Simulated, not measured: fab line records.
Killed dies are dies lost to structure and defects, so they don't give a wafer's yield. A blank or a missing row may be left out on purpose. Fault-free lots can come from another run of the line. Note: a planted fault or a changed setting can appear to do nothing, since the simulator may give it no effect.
Which tool did it?    flow n5 finfet    11 lots with 33 wafers sampled at 3 steps, on a route of 1938 steps

## WHAT THE GAUGES SHOWED, per wafer
N5_BEOL_M14_THK_MEAS_50: measures by xrf. Usual: M14_THK 555 nm, standard deviation 15.
lot   measured      on             M14_THK (nm)  flag
L618  day 11 06:50  film metro-02  562 526 539   
L620  day 11 20:45  film metro-02  523 562 547   
L622  day 12 12:59  film metro-02  563 558 557   
L624  day 12 13:25  film metro-02  544 568 561   
L625  day 12 21:15  film metro-02  570 560 557   
L627  day 13 13:07  film metro-02  546 546 546   
L631  day 14 13:16  film metro-02  532 561 519   
L632  day 14 20:26  film metro-02  567 548 574   
L639  day 16 20:04  film metro-01  549 553 563   
L640  day 16 21:10  film metro-01  551 565 552   
L638  day 17 00:37  film metro-02  561 535 561   

## EACH LOT AND THE TOOL THAT RAN IT (in order: tool; ch and the chambers of the sampled wafers; start)
lot   N5_BEOL_M14_ETCH_38                            N5_BEOL_M14_ANNEAL_48
L618  rie diel-04 ch 0,1,3, day 11 06:15 or earlier  rtp anneal-01 ch 0, day 11 06:15
L620  rie diel-04 ch 2,3, day 11 20:12 or earlier    rtp anneal-02 ch 0, day 11 20:12
L622  rie diel-04 ch 1,2,3, day 12 12:29 or earlier  rtp anneal-01 ch 0, day 12 12:29
L624  rie diel-05 ch 0,1,2, day 12 12:52 or earlier  rtp anneal-02 ch 0, day 12 12:52
L625  rie diel-05 ch 0,2, day 12 20:40 or earlier    rtp anneal-01 ch 0, day 12 20:40
L627  rie diel-05 ch 0,1,2, day 13 12:31 or earlier  rtp anneal-02 ch 0, day 13 12:31
L631  rie diel-05 ch 0,2,3, day 14 12:46 or earlier  rtp anneal-02, day 14 12:46
L632  rie diel-04 ch 0,1, day 14 19:51 or earlier    rtp anneal-02, day 14 19:51
L639  rie diel-06 ch 1,2,3, day 16 19:34 or earlier  rtp anneal-01 ch 0, day 16 19:34
L640  rie diel-06 ch 0,2, day 16 20:34 or earlier    rtp anneal-02 ch 0, day 16 20:34
L638  rie diel-05 ch 1,2,3, day 17 00:02 or earlier  rtp anneal-01 ch 0, day 17 00:02
- N5_BEOL_M14_ETCH_38: etches SiCN in CF4/N2, target depth 106.5 nm, time 120.6 s.
- N5_BEOL_M14_ANNEAL_48: time 90 s.

## WHAT THE TOOLS THEMSELVES READ (means of the sampled wafers that have a number; where no wafer has one, the mark that the record gives instead)
N5_BEOL_M14_ETCH_38. Usual: drypump motor current A 5.6 A, standard deviation 0.5; oes product au 0.79 a.u., standard deviation 0.084; rf vpp V 382.6 V, standard deviation 2.2; showerhead plenum p Torr 2.21 Torr, standard deviation 0.084; throttle valve pct 15.48 %, standard deviation 0.24.
lot   tool         drypump motor current A (A)  oes product au (a.u.)  rf vpp V (V)  showerhead plenum p Torr (Torr)  throttle valve pct (%)  flag
L618  rie diel-04  5.5                          0.71                   381.4         2.19                             15.50                   
L620  rie diel-04  5.9                          0.80                   381.3         2.17                             15.65                   
L622  rie diel-04  5.7                          0.77                   381.0         2.15                             15.56                   
L624  rie diel-05  5.5                          0.79                   384.4         2.25                             15.46                   
L625  rie diel-05  5.6                          0.79                   385.1         2.30                             15.44                   
L627  rie diel-05  5.5                          0.78                   383.5         2.25                             15.49                   
L631  rie diel-05  5.9                          0.80                   384.8         2.31                             15.42                   
L632  rie diel-04  5.8                          0.78                   381.4         2.14                             15.31                   
L639  rie diel-06  5.3                          0.84                   382.4         2.22                             15.55                   
L640  rie diel-06  5.1                          0.89                   380.8         2.14                             15.40                   
L638  rie diel-05  5.6                          0.80                   384.5         2.25                             15.30                   

N5_BEOL_M14_ANNEAL_48. Usual: anneal temp c 225.02 C, standard deviation 0.19; anneal temp c max 226.1, standard deviation 0.39; wafer_temp_C_max 226.13, standard deviation 0.26.
lot   tool           anneal temp c (C)  anneal temp c max  wafer_temp_C_max  flag
L618  rtp anneal-01  224.87             225.7              226.01            
L620  rtp anneal-02  225.08             226.5              226.48            
L622  rtp anneal-01  225.05             225.8              225.88            
L624  rtp anneal-02  224.91             226.4              226.07            
L625  rtp anneal-01  224.95             225.7              226.02            
L627  rtp anneal-02  224.84             226.3              226.07            
L631  rtp anneal-02  -                  -                  -                 OFF
L632  rtp anneal-02  -                  -                  -                 OFF
L639  rtp anneal-01  225.24             225.9              226.04            
L640  rtp anneal-02  225.14             226.3              226.08            
L638  rtp anneal-01  224.95             225.8              226.30            

## THE ANSWER, worked out from the rows above alone
Rule: a lot counts as off when the mean over its wafers that have a number is more than 3 standard deviations away from the usual mean. A lot without any number at a reading at which 4 lots or more have one is off too. All remaining lots with rows at the step are treated as sound. After the gauges, taken in route order, come the tools' own readings; for these a lot's mean is taken, as printed above. The first step at which some lot is off is used, and at that step the reading that is off furthest; a lot without a number counts as furthest.
Off, at N5_BEOL_M14_ANNEAL_48 on anneal temp c: L631, L632. Without a number there: L631, L632.
If a tool, at that step or one of the process steps before it, ran each lot that is off and ran no sound lot following the first of them, it fits. Because N5_BEOL_M14_ETCH_38 lacks a start for some lots, the hours and order of its lots are taken from N5_BEOL_M14_ANNEAL_48. Of those tried, none fits.

## WHAT WAS PUT IN BY THE SIMULATOR
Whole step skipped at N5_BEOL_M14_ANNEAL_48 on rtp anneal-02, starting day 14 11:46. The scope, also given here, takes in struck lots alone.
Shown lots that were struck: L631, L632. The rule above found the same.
